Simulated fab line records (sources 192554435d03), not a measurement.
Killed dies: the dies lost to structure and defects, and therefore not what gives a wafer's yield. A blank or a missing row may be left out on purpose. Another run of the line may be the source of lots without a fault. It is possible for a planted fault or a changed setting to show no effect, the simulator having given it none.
Matching of chambers    flow n5-finfet    N5_BEOL_M0_SAQP_ALD_48 on ald-sin-02: 4 sister chambers
The step deposits SiO2, target thk 20 nm, pulse time 1 s, co reactant pulse time 1 s. 4 wafers are shown with their chamber, then 11 later ones without.

WAFERS, EACH WITH ITS CHAMBER
wafer   chamber  heater-power-w (W)
L083.6  1        81
L085.2  3        66
L085.3  0        81
L088.1  2        78

WAFERS WITHOUT THEIR CHAMBER
wafer   heater-power-w (W)
L088.5  81
L088.6  78
L089.1  66
L089.2  80
L089.5  82
L093.1  80
L093.3  81
L093.6  67
L094.1  78
L094.3  81
L094.4  68

THE CHAMBER EACH PASSED THROUGH
wafer   from the rows above           in truth
L088.5  can't be placed: 0 or 1       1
L088.6  2                             2
L089.1  3                             3
L089.2  can't be placed: 0 or 1 or 2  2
L089.5  can't be placed: 0 or 1       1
L093.1  can't be placed: 0 or 1 or 2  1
L093.3  can't be placed: 0 or 1       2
L093.6  3                             3
L094.1  2                             2
L094.3  can't be placed: 0 or 1       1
L094.4  3                             3
Placed correctly: 5 of 11. Cannot be placed on the basis of these rows: 6; the candidates contain the true chamber in 5. Number placed wrongly: 0.
How it was worked out, from the rows above alone: a wafer's distance from a chamber is the root of the sum, over the readings, of the square of ((its reading less the chamber's mean) divided by the reading's scatter). If the next closest chamber is less than 2 further off than the closest, the wafer can't be placed; otherwise it belongs to the closest. A chamber's mean is the mean of its shown wafers. The scatter: root of mean squared gap, hidden wafer to nearest shown wafer, with one shown wafer a chamber.
